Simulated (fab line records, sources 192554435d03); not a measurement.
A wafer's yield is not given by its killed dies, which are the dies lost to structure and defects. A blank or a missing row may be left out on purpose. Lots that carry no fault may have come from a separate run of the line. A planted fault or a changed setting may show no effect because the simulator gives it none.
Matching of chambers ; flow n5Finfet ; 3 sister chambers for N5_BEOL_M13_DEP_53 on pecvd-04
The step deposits SiCN from 3MS/NH3, target thk 50 nm, time 17.8 s. 14 wafers are shown with their chamber, then 7 later ones without.

WAFERS, EACH WITH ITS CHAMBER
wafer;chamber;showerheadPlenumPTorr (Torr);throttleValvePct (%)
L141.1;1;4.147;18.5
L141.2;2;4.158;18.5
L141.5;2;4.160;18.4
L143.1;2;4.162;18.7
L143.4;1;4.139;18.8
L143.6;2;4.153;18.4
L145.1;1;4.137;18.6
L145.3;0;4.182;18.2
L145.4;1;4.140;18.9
L149.1;2;4.157;18.4
L149.3;1;4.145;19.0
L149.6;0;4.174;18.5
L157.4;0;4.190;18.3
L157.5;2;4.159;19.1

SIGNATURES, as means of the wafers listed above
reading;chamber 0;chamber 1;chamber 2;scatter within a chamber
showerheadPlenumPTorr;4.18200;4.14160;4.15817;0.00473
throttleValvePct;18.333;18.760;18.583;0.235
Rule: for a wafer and a chamber, the distance is found by dividing, reading by reading, the gap between the wafer's reading and the chamber's mean by the reading's scatter, squaring, summing and taking the root. If the next closest chamber is less than 2 further off than the closest, the wafer can't be placed; otherwise it belongs to the closest. The scatter is the square root of a quotient: the sum, over the shown wafers, of each reading's squared deviation from its chamber's mean, divided by wafers minus chambers.

WAFERS WHOSE CHAMBER IS MISSING
wafer;showerheadPlenumPTorr (Torr);throttleValvePct (%)
L157.6;4.138;18.7
L158.2;4.143;18.8
L158.4;4.182;18.6
L158.5;4.163;18.8
L160.1;4.162;18.8
L160.4;4.182;18.2
L160.5;4.165;18.9

WHICH CHAMBER EACH ONE RAN IN
wafer;from the rows above;in truth
L157.6;1;1
L158.2;1;1
L158.4;0;0
L158.5;2;2
L160.1;2;2
L160.4;0;0
L160.5;2;2
Correctly placed: 7 of 7. From these rows, 0 cannot be placed. Number placed wrongly: 0.
